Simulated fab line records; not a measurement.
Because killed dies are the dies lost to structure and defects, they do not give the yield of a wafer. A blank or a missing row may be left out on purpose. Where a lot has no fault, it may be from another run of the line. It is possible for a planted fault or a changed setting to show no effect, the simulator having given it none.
Matching of chambers	flow n5Finfet	N5_BEOL_M10_CMP_52 on cmp-04: 4 sister chambers
The step polishes, stops on SiCOH lowk, t overpolish 7 s, target thk 140 nm. 4 wafers are shown with their chamber, then 12 later ones without.

== WAFERS, EACH WITH ITS CHAMBER ==
wafer	chamber	motorCurrentA (A)
L087.3	3	6.1
L089.1	0	6.2
L089.2	2	5.9
L089.4	1	5.8

== WAFERS WITH NO CHAMBER GIVEN ==
wafer	motorCurrentA (A)
L090.3	5.7
L090.4	6.2
L090.6	6.2
L095.1	5.8
L095.3	5.9
L095.4	6.1
L094.1	6.1
L094.4	6.0
L094.6	6.2
L097.1	5.8
L097.2	5.9
L097.6	6.2

== WHICH CHAMBER EACH ONE RAN IN ==
wafer	from the rows above	in truth
L090.3	1	1
L090.4	0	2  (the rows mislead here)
L090.6	0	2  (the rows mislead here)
L095.1	1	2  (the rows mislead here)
L095.3	2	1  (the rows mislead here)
L095.4	3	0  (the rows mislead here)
L094.1	3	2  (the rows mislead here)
L094.4	can't be placed: 2 or 3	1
L094.6	0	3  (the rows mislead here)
L097.1	1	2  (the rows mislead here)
L097.2	2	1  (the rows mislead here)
L097.6	0	0
Placed correctly: 2 of 12. Can't be placed from these rows: 1 (the true chamber is among the candidates in 0). 9 placed wrongly.
How it was worked out, from the rows above alone: a wafer's distance from a chamber is the root of the sum, over the readings, of the square of ((its reading less the chamber's mean) divided by the reading's scatter). If the next closest chamber is less than 2 further off than the closest, the wafer can't be placed; otherwise it belongs to the closest. A chamber's mean is the mean of its shown wafers. The scatter: root of mean squared gap, hidden wafer to nearest shown wafer, with one shown wafer a chamber.
